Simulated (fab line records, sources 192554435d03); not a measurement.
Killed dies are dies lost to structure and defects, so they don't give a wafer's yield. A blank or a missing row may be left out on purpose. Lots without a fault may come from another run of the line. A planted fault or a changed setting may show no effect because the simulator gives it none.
Chamber matching | flow n5_finfet | N5_BEOL_M0_SAQP_PECVD_00 on pecvd-02: 3 sister chambers
The step deposits SiCN from 3MS/NH3, target thk 8 nm, time 14 s. 18 wafers are shown with their chamber, then 9 later ones without.

WAFERS WITH THEIR CHAMBER
wafer  | chamber | throttle_valve_pct (%) | showerhead_plenum_p_Torr (Torr)
L074.2 | 2       | 9.0                    | 3.683
L074.3 | 0       | 9.3                    | 3.664
L074.4 | 0       | 9.2                    | 3.668
L075.1 | 0       | 9.5                    | 3.672
L075.5 | 2       | 8.8                    | 3.674
L075.6 | 1       | 9.4                    | 3.667
L078.1 | 2       | 9.2                    | 3.670
L078.5 | 0       | 9.9                    | 3.668
L078.6 | 2       | 9.1                    | 3.671
L079.2 | 2       | 9.2                    | 3.663
L079.4 | 0       | 9.6                    | 3.657
L079.6 | 1       | 9.3                    | 3.661
L080.4 | 0       | 9.5                    | 3.676
L080.5 | 1       | 9.4                    | 3.660
L080.6 | 2       | 9.1                    | 3.674
L085.1 | 1       | 9.6                    | 3.647
L085.4 | 1       | 9.6                    | 3.649
L085.5 | 0       | 9.6                    | 3.665

SIGNATURES (means of the wafers above)
reading                  | chamber 0 | chamber 1 | chamber 2 | scatter within a chamber
throttle_valve_pct       | 9.514     | 9.460     | 9.067     | 0.181
showerhead_plenum_p_Torr | 3.66714   | 3.65680   | 3.67250   | 0.00694
Rule: a wafer's distance from a chamber is the root of the sum, over the readings, of the square of ((its reading less the chamber's mean) divided by the reading's scatter). The wafer belongs to the nearest chamber; if the next one is less than 2 further off, it can't be placed. The scatter: the root of (the sum of the squares of (reading less its chamber's mean) over the shown wafers, divided by (wafers less chambers)).

WAFERS WITHOUT THEIR CHAMBER
wafer  | throttle_valve_pct (%) | showerhead_plenum_p_Torr (Torr)
L088.1 | 9.5                    | 3.666
L088.2 | 9.0                    | 3.655
L088.3 | 9.4                    | 3.659
L088.4 | 9.6                    | 3.668
L088.5 | 9.2                    | 3.656
L088.6 | 9.1                    | 3.666
L097.1 | 9.6                    | 3.662
L097.2 | 9.6                    | 3.663
L097.6 | 9.3                    | 3.653

WHICH CHAMBER EACH WENT THROUGH
wafer  | from the rows above          | in truth
L088.1 | can't be placed: 0 or 1      | 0
L088.2 | can't be placed: 2 or 1 or 0 | 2
L088.3 | can't be placed: 1 or 0      | 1
L088.4 | can't be placed: 0 or 1      | 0
L088.5 | can't be placed: 1 or 0 or 2 | 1
L088.6 | can't be placed: 2 or 0 or 1 | 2
L097.1 | can't be placed: 0 or 1      | 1
L097.2 | can't be placed: 0 or 1      | 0
L097.6 | can't be placed: 1 or 0      | 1
Placed correctly: 0 of 9. Can't be placed from these rows: 9 (the true chamber is among the candidates in 9). Placed wrongly: 0.
